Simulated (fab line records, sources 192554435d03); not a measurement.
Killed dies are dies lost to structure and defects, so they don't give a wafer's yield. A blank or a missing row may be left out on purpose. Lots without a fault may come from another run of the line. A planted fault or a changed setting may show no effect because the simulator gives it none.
A struck lot beside a sound one | flow n5_finfet | 35 steps out of a route of 1938
Sound: wafers L325.1, L325.5, L325.6. Struck: wafer L332.3. (L332.1, L332.5 of the same lot were not struck and are left out.) The cause comes at the end.
At each step with rows: each side's tool, then ch and its chambers, then its first start. Under that, the readings that differ: sound wafers | struck wafers | difference of the means | sigmas: that difference in standard deviations of wafers without a fault.
alike: readings whose means differ by less than 2 such deviations, and words and numbers that are the same on both sides. not compared: withheld readings, readings that some wafer has no value for, bounds like >300 that may hide the same value, and numbers for which the record gives no deviation and whose values overlap.
The two part at a step that has a row with sigmas, a row that says differs or no value, or rows on one side only. Numbers that don't overlap but have no deviation are shown without sigmas and don't part them. A reading that every wafer of one side lacks parts them only if that side has two wafers or more.

first, 11 steps without rows for these wafers: N5_BEOL_M8_HM_STRIP_39 (strips TiN in peroxide tin strip, target depth 25 nm, time 158 s); N5_BEOL_M8_SRD_40 (time 30 s); N5_BEOL_M8_PRECLEAN_42 (cleans in residue remover, time 60 s); N5_BEOL_M8_SRD_43 (time 30 s); N5_BEOL_M8_CURE_75 (cures SiCOH lowk, time 120 s); N5_BEOL_M8_DEGAS_44 (time 60 s); N5_BEOL_M8_PRE_CLEAN_45 (time 30 s); N5_BEOL_M8_ALD_77 (deposits TaN, target thk 2 nm, pulse time 2 s, purge time 3 s); N5_BEOL_M8_SURFACE_TREAT_79; N5_BEOL_M8_CVD_78 (deposits Co from CCTBA/H2, target thk 2 nm, time 142.3 s); N5_BEOL_M8_SPUTTER_48 (material Cu, target thk 10 nm, time 1.667 s).
N5_BEOL_M8_ECD_50: material Cu, target thk 300 nm.
  sound on ecd_cu-01 ch 0,1, day 10 22:14; struck on ecd_cu-02 ch 0,1, day 12 23:47
then, 22 steps without rows for these wafers: N5_BEOL_M8_ANNEAL_51 (time 90 s); N5_BEOL_M8_CMP_52 (polishes, stops on SiCOH lowk, t overpolish 6.9 s, target thk 80 nm); N5_BEOL_M8_PRE_CLEAN_55 (time 15 s); N5_BEOL_M8_DEP_56 (deposits SiCN from 3MS/NH3, target thk 10 nm, time 17.5 s); N5_BEOL_M9_ILD_DEP_00 (deposits SiCOH lowk from DEMS/porogen, target thk 308.51 nm, time 58 s); N5_BEOL_M9_CURE_71 (cures SiCOH lowk, time 240 s); N5_BEOL_M9_PECVD_70 (deposits SiO2 from TEOS/O2, target thk 20 nm, time 22.7 s); N5_BEOL_M9_HM_DEP_02 (deposits TiN, target thk 20 nm); N5_BEOL_M9_COAT_59 (time 60 s, resist thk 100 nm); N5_BEOL_M9_COAT_60 (time 60 s, resist thk 30 nm); N5_BEOL_M9_COAT_05 (resist thk 90 nm); N5_BEOL_M9_EBR_07; N5_BEOL_M9_SOFTBAKE_06 (time 60 s); N5_BEOL_M9_EXPOSE_08 (exposes mask M9); N5_BEOL_M9_PEB_09 (peb time 60 s); N5_BEOL_M9_DEVELOP_10 (develop time 30 s); N5_BEOL_M9_DESCUM_16 (chemistry O2, time 7.9 s); N5_BEOL_M9_ETCH_61 (etches SiARC in CF4, target depth 39 nm, time 65 s); N5_BEOL_M9_ETCH_62 (etches SOC in N2/H2, target depth 110 nm, overetch 22 nm, time 165 s); N5_BEOL_M9_STRIP_68 (strips in N2/H2); N5_BEOL_M9_STRIP_67 (strips in CF4); N5_BEOL_M9_HM_OPEN_17 (chemistry Cl2/BCl3, target TiN, target depth 20 nm, overetch 6 nm).
-- the record jumps here: 3 days lie between the struck wafers' starts before and after (it left off in module BEOL_M9 and takes up again in module PASSIVATION, whose first step shown is number 1936 of the route) --
N5_PASSIVATION_PROBE_49:
  the record has rows for the struck wafers here (prober-01, day 16 06:27) and none for the sound ones

WHERE THEY PART
Only at N5_PASSIVATION_PROBE_49, within this record.

WHY: what the simulator had put in
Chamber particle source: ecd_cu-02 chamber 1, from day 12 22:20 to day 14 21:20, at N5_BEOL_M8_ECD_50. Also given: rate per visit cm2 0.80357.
